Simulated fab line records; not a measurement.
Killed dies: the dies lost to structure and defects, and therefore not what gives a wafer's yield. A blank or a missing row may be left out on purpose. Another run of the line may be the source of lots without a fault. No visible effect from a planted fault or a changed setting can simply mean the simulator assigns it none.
Matching of chambers :: flow n5Finfet :: 3 sister chambers for N5_BEOL_M10_CURE_71 on uvCure-03
The step cures SiCOH lowk, time 240 s. 3 wafers are shown with their chamber, then 9 later ones without.

== WAFERS WITH THEIR CHAMBER ==
wafer: L075.6
chamber: 1
wafer_temp_C_max: 386.0

wafer: L087.5
chamber: 0
wafer_temp_C_max: 386.7

wafer: L089.4
chamber: 2
wafer_temp_C_max: 386.9

== WAFERS WITH NO CHAMBER GIVEN ==
wafer: L091.1
wafer_temp_C_max: 386.6

wafer: L091.2
wafer_temp_C_max: 385.9

wafer: L091.4
wafer_temp_C_max: 387.3

wafer: L096.1
wafer_temp_C_max: 386.6

wafer: L096.3
wafer_temp_C_max: 387.1

wafer: L096.4
wafer_temp_C_max: 386.1

wafer: L096.2
wafer_temp_C_max: 386.6

wafer: L096.5
wafer_temp_C_max: 386.3

wafer: L096.6
wafer_temp_C_max: 386.4

== WHICH CHAMBER EACH ONE RAN IN ==
wafer: L091.1
from the rows above: can't be placed: 0 or 2
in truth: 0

wafer: L091.2
from the rows above: 1
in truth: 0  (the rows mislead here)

wafer: L091.4
from the rows above: can't be placed: 2 or 0
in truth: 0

wafer: L096.1
from the rows above: can't be placed: 0 or 2
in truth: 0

wafer: L096.3
from the rows above: can't be placed: 2 or 0
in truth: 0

wafer: L096.4
from the rows above: 1
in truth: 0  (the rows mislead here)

wafer: L096.2
from the rows above: can't be placed: 0 or 2
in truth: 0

wafer: L096.5
from the rows above: can't be placed: 1 or 0 or 2
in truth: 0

wafer: L096.6
from the rows above: can't be placed: 0 or 1 or 2
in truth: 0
Correct placement for 0 of the 9. From these rows, 7 cannot be placed; in 7 the true chamber is one of the candidates. Placed wrongly: 2.
How it was worked out, from the rows above alone: a wafer's distance from a chamber is the root of the sum, over the readings, of the square of ((its reading less the chamber's mean) divided by the reading's scatter). If the next closest chamber is less than 2 further off than the closest, the wafer can't be placed; otherwise it belongs to the closest. A chamber's mean is the mean of its shown wafers. The scatter (one wafer shown for each chamber): square how far every hidden wafer sits from the nearest shown wafer, average those squares and take the square root.
